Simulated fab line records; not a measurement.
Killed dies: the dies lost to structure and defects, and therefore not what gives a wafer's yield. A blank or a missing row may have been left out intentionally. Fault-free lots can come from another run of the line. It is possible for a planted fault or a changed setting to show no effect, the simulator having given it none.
Matching of chambers ; flow nandHarc ; NHARC_A_STAIRCASE_DEP_301 on pecvd-01 has 3 sister chambers
The step deposits SiON, target thk 30 nm. 3 wafers are shown with their chamber, then 9 later ones without.

== WAFERS WITH THEIR CHAMBER ==
wafer;chamber;heaterPowerW (W)
L522.4;2;821
L522.5;1;769
L522.6;0;742

== WAFERS WITHOUT THEIR CHAMBER ==
wafer;heaterPowerW (W)
L524.1;715
L524.2;768
L524.4;707
L523.3;811
L523.4;801
L523.5;729
L525.3;719
L525.5;743
L525.6;738

== WHICH CHAMBER EACH ONE RAN IN ==
wafer;from the rows above;in truth
L524.1;can't be placed: 0 or 1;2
L524.2;can't be placed: 1 or 0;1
L524.4;can't be placed: 0 or 1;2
L523.3;can't be placed: 2 or 1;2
L523.4;can't be placed: 2 or 1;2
L523.5;can't be placed: 0 or 1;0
L525.3;can't be placed: 0 or 1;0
L525.5;can't be placed: 0 or 1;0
L525.6;can't be placed: 0 or 1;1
Placed correctly: 0 of 9. Cannot be placed on the basis of these rows: 9; the candidates contain the true chamber in 7. 0 placed wrongly.
How it was worked out, from the rows above alone: a wafer's distance from a chamber is the root of the sum, over the readings, of the square of ((its reading less the chamber's mean) divided by the reading's scatter). The wafer belongs to the nearest chamber; if the next one is less than 2 further off, it can't be placed. The mean given for a chamber averages the wafers shown for that chamber. The scatter (one wafer shown for each chamber): square how far every hidden wafer sits from the nearest shown wafer, average those squares and take the square root.
